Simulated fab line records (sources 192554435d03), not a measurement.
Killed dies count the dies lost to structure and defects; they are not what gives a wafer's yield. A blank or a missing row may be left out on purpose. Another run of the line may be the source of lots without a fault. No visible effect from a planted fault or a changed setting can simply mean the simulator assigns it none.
Which tool is to blame? + flow n5-finfet + 10 lots, 27 wafers sampled, at 5 steps of a route of 1938

== WHAT THE GAUGES READ, wafer by wafer ==
N5_BEOL_M2_OVL_MEAS_29. Usual: V1_OVL typically reads -0.1 nm, with standard deviation 0.84.
| lot  | measured     | on         | V1_OVL (nm)   | flag |
|------|--------------|------------|---------------|------|
| L285 | day 6 13:56  | overlay-01 | 1.4 1.5 0.7   |      |
| L287 | day 7 01:14  | overlay-01 | 0.3 0.2 -0.4  |      |
| L289 | day 7 16:23  | overlay-01 | 0.4 0.6 0.6   |      |
| L290 | day 7 21:59  | overlay-01 | -0.4 0.4 -0.7 |      |
| L291 | day 8 00:07  | overlay-01 | 0.5 0.5       |      |
| L300 | day 10 08:00 | overlay-01 | 0.8 0.5       |      |
| L299 | day 11 02:12 | overlay-01 | -0.2 0.8      |      |
| L305 | day 12 06:03 | overlay-02 | 1.3 0.4 0.5   |      |
| L306 | day 12 10:31 | overlay-02 | 0.4 0.8 0.9   |      |
| L308 | day 12 21:24 | overlay-01 | 1.2 0.7 0.6   |      |

N5_BEOL_M4_RC_MEAS_101. Usual: DIBL_N 36.0 mV/V, standard deviation 1.6; DIBL_P 35.8 mV/V, standard deviation 2; IOFF_N 0.152 nA/um, standard deviation 0.03; IOFF_P 0.20 nA/um, standard deviation 0.031; ION_N 670 uA/um, standard deviation 12; ION_P 459 uA/um, standard deviation 7.4; SS_N 71.5 mV/dec, standard deviation 0.56; SS_P 73.2 mV/dec, standard deviation 0.64; VT_N 251 mV, standard deviation 3.5; VT_P -252 mV, standard deviation 3.3.
| lot  | measured     | on        | DIBL_N (mV/V)  | DIBL_P (mV/V)  | IOFF_N (nA/um)    | IOFF_P (nA/um) | ION_N (uA/um) | ION_P (uA/um) | SS_N (mV/dec)  | SS_P (mV/dec)  | VT_N (mV)   | VT_P (mV)      | flag |
|------|--------------|-----------|----------------|----------------|-------------------|----------------|---------------|---------------|----------------|----------------|-------------|----------------|------|
| L285 | day 9 08:02  | prober-02 | 36.5 36.4 35.1 | 36.9 36.1 35.6 | 0.170 0.159 0.143 | 0.23 0.22 0.22 | 681 664 675   | 467 457 469   | 72.2 72.2 72.0 | 73.9 73.9 73.2 | 246 251 252 | -247 -246 -246 |      |
| L287 | day 9 13:56  | prober-02 | 37.0 35.3 35.9 | 37.4 34.5 34.9 | 0.162 0.136 0.135 | 0.21 0.17 0.18 | 683 675 659   | 468 464 451   | 70.9 71.0 70.8 | 74.1 72.6 73.1 | 248 249 252 | -250 -253 -255 |      |
| L289 | day 10 03:13 | prober-01 | 37.4 35.9 37.2 | 36.7 35.6 37.0 | 0.151 0.125 0.155 | 0.20 0.18 0.20 | 674 656 680   | 461 455 463   | 71.8 71.3 72.1 | 73.6 73.2 73.6 | 253 255 250 | -252 -250 -253 |      |
| L290 | day 10 22:27 | prober-01 | 33.6 36.9 34.7 | 34.2 38.5 35.2 | 0.113 0.172 0.136 | 0.19 0.26 0.21 | 644 676 673   | 456 473 473   | 71.4 71.7 71.2 | 72.4 73.6 72.9 | 255 248 253 | -247 -245 -248 |      |
| L291 | day 10 23:28 | prober-02 | 36.8 34.7      | 37.0 35.1      | 0.170 0.134       | 0.20 0.18      | 665 667       | 449 457       | 71.2 71.4      | 73.4 73.4      | 247 253     | -253 -252      |      |
| L300 | day 12 20:40 | prober-02 | 39.0 36.8      | 38.9 35.7      | 0.210 0.154       | 0.24 0.19      | 690 667       | 472 452       | 72.5 71.9      | 73.9 73.5      | 246 252     | -248 -252      |      |
| L299 | day 12 21:17 | prober-01 | 34.8 37.5      | 36.5 39.4      | 0.157 0.224       | 0.21 0.26      | 672 686       | 461 466       | 71.3 72.0      | 72.7 73.6      | 249 243     | -250 -248      |      |
| L305 | day 14 16:58 | prober-02 | 35.5 36.1 35.4 | 33.7 34.1 33.8 | 0.136 0.144 0.135 | 0.21 0.21 0.20 | 674 661 664   | 473 459 459   | 70.9 71.4 71.3 | 72.8 73.5 73.4 | 254 251 251 | -250 -246 -247 |      |
| L306 | day 14 03:56 | prober-02 | 35.4 35.7 38.8 | 35.1 37.0 40.0 | 0.126 0.139 0.190 | 0.16 0.18 0.23 | 651 671 671   | 441 461 449   | 71.2 71.3 72.2 | 72.9 73.1 74.8 | 253 253 247 | -254 -252 -251 |      |
| L308 | day 15 11:20 | prober-02 | 34.3 31.8 33.2 | 34.4 30.1 32.1 | 0.129 0.087 0.113 | 0.17 0.11 0.14 | 655 632 658   | 454 435 449   | 70.4 71.7 71.2 | 72.7 71.6 72.2 | 250 259 255 | -253 -261 -258 |      |

== TOOL THAT RAN EACH LOT (tool first, then ch and the chambers of the sampled wafers, then the start) ==
| lot  | N5_BEOL_M2_ETCH_77                 | N5_BEOL_M2_ETCHBACK_99             | N5_BEOL_M2_TRENCH_ETCH_37                     |
|------|------------------------------------|------------------------------------|-----------------------------------------------|
| L285 | rie-diel-02 ch 1,2, day 6 14:04    | rie-diel-05 ch 2,3, day 7 04:13    | rie-diel-05 ch 2,3, day 9 08:02 or earlier    |
| L287 | rie-diel-06 ch 1,2,3, day 7 01:22  | rie-diel-05 ch 2,3, day 7 17:33    | rie-diel-05 ch 2,3, day 9 13:56 or earlier    |
| L289 | rie-diel-05 ch 1,2,3, day 7 16:43  | rie-diel-05 ch 0,2,3, day 8 10:25  | rie-diel-05 ch 0,2,3, day 10 03:13 or earlier |
| L290 | rie-diel-02 ch 0,3, day 7 22:07    | rie-diel-05 ch 1,3, day 9 03:12    | rie-diel-05 ch 1,3, day 10 22:27 or earlier   |
| L291 | rie-diel-06 ch 1,2, day 8 00:13    | rie-diel-06 ch 0,3, day 9 08:25    | rie-diel-06 ch 0,3, day 10 23:28 or earlier   |
| L300 | rie-diel-05 ch 2,3, day 10 08:07   | rie-diel-02 ch 1,2, day 10 15:12   | rie-diel-02 ch 1,2, day 12 20:40 or earlier   |
| L299 | rie-diel-05 ch 1,2, day 11 02:19   | rie-diel-05 ch 2, day 11 03:44     | rie-diel-05 ch 2, day 12 21:17 or earlier     |
| L305 | rie-diel-06 ch 0,2,3, day 12 06:26 | rie-diel-02 ch 2,3, day 12 07:11   | rie-diel-02 ch 2,3, day 14 16:58 or earlier   |
| L306 | rie-diel-02 ch 0,3, day 12 10:40   | rie-diel-02 ch 0,2,3, day 12 15:43 | rie-diel-02 ch 0,2,3, day 14 03:56 or earlier |
| L308 | rie-diel-02 ch 0,2, day 12 21:32   | rie-diel-05 ch 1,2, day 13 11:44   | rie-diel-05 ch 1,2, day 15 11:20 or earlier   |
- N5_BEOL_M2_ETCH_77: etches underlayer in N2/H2, target depth 6.5 nm, time 5.2 s.
- N5_BEOL_M2_ETCHBACK_99: etches SiO2 in CHF3, target depth 5 nm, time 10.4 s.
- N5_BEOL_M2_TRENCH_ETCH_37: etches SiOC in C4F6/O2, target depth 55.555 nm, time 29.2 s.

== AS READ BY THE TOOLS THEMSELVES (means over the sampled wafers that have a number; for cases with no such wafer, the mark the record gives instead) ==
N5_BEOL_M2_ETCH_77. Usual: drypump-motor-current-A 5.7 A, standard deviation 0.44; etch-rf-on-time-s 5.22 s, standard deviation 0.11; oes-product-au 0.67 a.u., standard deviation 0.079; rf-vpp-V 524.8 V, standard deviation 2; showerhead-plenum-p-Torr 2.57 Torr, standard deviation 0.057; throttle-valve-pct 17.85 %, standard deviation 0.19.
| lot  | tool        | drypump-motor-current-A (A) | etch-rf-on-time-s (s) | oes-product-au (a.u.) | rf-vpp-V (V) | showerhead-plenum-p-Torr (Torr) | throttle-valve-pct (%) | flag |
|------|-------------|-----------------------------|-----------------------|-----------------------|--------------|---------------------------------|------------------------|------|
| L285 | rie-diel-02 | 5.3                         | 5.32                  | 0.64                  | 523.9        | 2.53                            | 17.85                  |      |
| L287 | rie-diel-06 | 5.9                         | 5.17                  | 0.67                  | 523.2        | 2.55                            | 17.78                  |      |
| L289 | rie-diel-05 | 5.4                         | 5.24                  | 0.66                  | 524.4        | 2.56                            | 17.90                  |      |
| L290 | rie-diel-02 | 6.0                         | 5.18                  | 0.73                  | 526.6        | 2.66                            | 17.67                  |      |
| L291 | rie-diel-06 | 6.0                         | 5.14                  | 0.69                  | 525.8        | 2.56                            | 17.81                  |      |
| L300 | rie-diel-05 | 5.4                         | 4.40                  | 0.75                  | 523.3        | 2.55                            | 17.88                  | OFF  |
| L299 | rie-diel-05 | 5.5                         | 4.47                  | 0.66                  | 524.0        | 2.52                            | 17.99                  | OFF  |
| L305 | rie-diel-06 | 6.0                         | 5.27                  | 0.63                  | 523.1        | 2.52                            | 17.90                  |      |
| L306 | rie-diel-02 | 6.0                         | 5.11                  | 0.76                  | 526.7        | 2.64                            | 17.59                  |      |
| L308 | rie-diel-02 | 5.4                         | 5.14                  | 0.76                  | 524.8        | 2.58                            | 17.75                  |      |

N5_BEOL_M2_ETCHBACK_99. Usual: drypump-motor-current-A 5.7 A, standard deviation 0.43; oes-product-au 0.77 a.u., standard deviation 0.092; rf-vpp-V 239 V, standard deviation 3.8; showerhead-plenum-p-Torr 2.16 Torr, standard deviation 0.041; throttle-valve-pct 17.09 %, standard deviation 0.19.
| lot  | tool        | drypump-motor-current-A (A) | oes-product-au (a.u.) | rf-vpp-V (V) | showerhead-plenum-p-Torr (Torr) | throttle-valve-pct (%) | flag |
|------|-------------|-----------------------------|-----------------------|--------------|---------------------------------|------------------------|------|
| L285 | rie-diel-05 | 5.4                         | 0.84                  | 238          | 2.17                            | 16.92                  |      |
| L287 | rie-diel-05 | 5.4                         | 0.75                  | 240          | 2.16                            | 17.02                  |      |
| L289 | rie-diel-05 | 5.7                         | 0.76                  | 239          | 2.15                            | 17.07                  |      |
| L290 | rie-diel-05 | 5.4                         | 0.79                  | 238          | 2.14                            | 17.09                  |      |
| L291 | rie-diel-06 | 5.8                         | 0.81                  | 240          | 2.16                            | 17.02                  |      |
| L300 | rie-diel-02 | 5.4                         | 0.75                  | 237          | 2.15                            | 17.11                  |      |
| L299 | rie-diel-05 | 5.5                         | 0.67                  | 242          | 2.13                            | 17.17                  |      |
| L305 | rie-diel-02 | 6.0                         | 0.83                  | 236          | 2.20                            | 16.96                  |      |
| L306 | rie-diel-02 | 5.8                         | 0.87                  | 237          | 2.20                            | 16.95                  |      |
| L308 | rie-diel-05 | 5.4                         | 0.80                  | 239          | 2.12                            | 17.12                  |      |

N5_BEOL_M2_TRENCH_ETCH_37. Usual: drypump-motor-current-A 5.7 A, standard deviation 0.43; oes-product-au 0.77 a.u., standard deviation 0.09; rf-vpp-V 661 V, standard deviation 10; showerhead-plenum-p-Torr 2.86 Torr, standard deviation 0.052; throttle-valve-pct 20.87 %, standard deviation 0.17.
| lot  | tool        | drypump-motor-current-A (A) | oes-product-au (a.u.) | rf-vpp-V (V) | showerhead-plenum-p-Torr (Torr) | throttle-valve-pct (%) | flag |
|------|-------------|-----------------------------|-----------------------|--------------|---------------------------------|------------------------|------|
| L285 | rie-diel-05 | 5.4                         | 0.84                  | 656          | 2.87                            | 20.71                  |      |
| L287 | rie-diel-05 | 5.4                         | 0.76                  | 662          | 2.85                            | 20.81                  |      |
| L289 | rie-diel-05 | 5.7                         | 0.76                  | 662          | 2.85                            | 20.85                  |      |
| L290 | rie-diel-05 | 5.4                         | 0.79                  | 656          | 2.83                            | 20.86                  |      |
| L291 | rie-diel-06 | 5.8                         | 0.81                  | 660          | 2.85                            | 20.82                  |      |
| L300 | rie-diel-02 | 5.4                         | 0.75                  | 653          | 2.84                            | 20.89                  |      |
| L299 | rie-diel-05 | 5.5                         | 0.67                  | 666          | 2.82                            | 20.94                  |      |
| L305 | rie-diel-02 | 6.0                         | 0.83                  | 654          | 2.91                            | 20.74                  |      |
| L306 | rie-diel-02 | 5.8                         | 0.87                  | 657          | 2.91                            | 20.74                  |      |
| L308 | rie-diel-05 | 5.4                         | 0.79                  | 660          | 2.80                            | 20.87                  |      |

== THE ANSWER, worked out from the rows above alone ==
Rule: take the mean of a lot's wafers that have a number; if it is more than 3 standard deviations from the usual mean, the lot is off. Also off: a lot with no number at a reading for which 4 or more lots have one. The other lots that the step has rows for count as sound. The gauges are gone through in route order, then the tools' own readings, and for those a lot's mean is taken as printed above. At the first step where some lot is off, the reading lying furthest off is the one used; lots without a number count as furthest.
Off: L300, L299 (N5_BEOL_M2_ETCH_77, etch-rf-on-time-s).
If a tool, at that step or one of the process steps before it, ran each lot that is off and ran no sound lot following the first of them, it fits. One candidate fits, namely rie-diel-05 at N5_BEOL_M2_ETCH_77. A fault onset in the window from L289 (day 7 16:43, its last sound lot) to L300 (day 10 08:07, its first lot off) fits.
The tool's own readings at N5_BEOL_M2_ETCH_77 bear it out: on the lots that are off they differ by more than 5 times the standard deviation of the sound lots' means. etch-rf-on-time-s reads 4.44 s there against 5.20 s on the sound lots.

== WHAT WAS PUT IN BY THE SIMULATOR ==
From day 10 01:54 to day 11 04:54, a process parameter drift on rie-diel-05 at N5_BEOL_M2_ETCH_77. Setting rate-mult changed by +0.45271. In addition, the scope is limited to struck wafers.
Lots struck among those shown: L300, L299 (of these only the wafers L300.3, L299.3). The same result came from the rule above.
